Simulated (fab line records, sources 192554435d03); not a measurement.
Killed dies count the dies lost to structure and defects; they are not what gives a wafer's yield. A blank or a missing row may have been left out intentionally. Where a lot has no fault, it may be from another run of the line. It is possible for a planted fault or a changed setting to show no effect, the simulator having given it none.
Matching of chambers | flow n5Finfet | N5_SPACER0_ALD_00 on aldSin-03: 4 sister chambers
The step deposits SiOCN, target thk 3.5 nm, pulse time 3 s, purge time 2 s. 4 wafers are shown with their chamber, then 7 later ones without.

== WAFERS PAIRED WITH THEIR CHAMBERS ==
wafer  | chamber | heaterPowerW (W)
L083.2 | 1       | 899
L083.4 | 3       | 1008
L085.2 | 0       | 845
L085.3 | 2       | 852

== WAFERS WITH NO CHAMBER GIVEN ==
wafer  | heaterPowerW (W)
L085.4 | 876
L096.2 | 858
L096.4 | 815
L096.5 | 1015
L097.1 | 906
L097.2 | 835
L097.5 | 897

== EACH ONE'S CHAMBER ==
wafer  | from the rows above          | in truth
L085.4 | can't be placed: 1 or 2 or 0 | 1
L096.2 | can't be placed: 2 or 0      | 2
L096.4 | can't be placed: 0 or 2      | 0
L096.5 | 3                            | 3
L097.1 | 1                            | 1
L097.2 | can't be placed: 0 or 2      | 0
L097.5 | 1                            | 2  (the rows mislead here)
Correct placement for 2 of the 7. Can't be placed from these rows: 4 (the true chamber is among the candidates in 4). Wrongly placed: 1.
How it was worked out, from the rows above alone: a wafer's distance from a chamber is the root of the sum, over the readings, of the square of ((its reading less the chamber's mean) divided by the reading's scatter). The wafer belongs to the nearest chamber; if the next one is less than 2 further off, it can't be placed. A chamber's mean is the mean of its shown wafers. The scatter: root of mean squared gap, hidden wafer to nearest shown wafer, with one shown wafer a chamber.
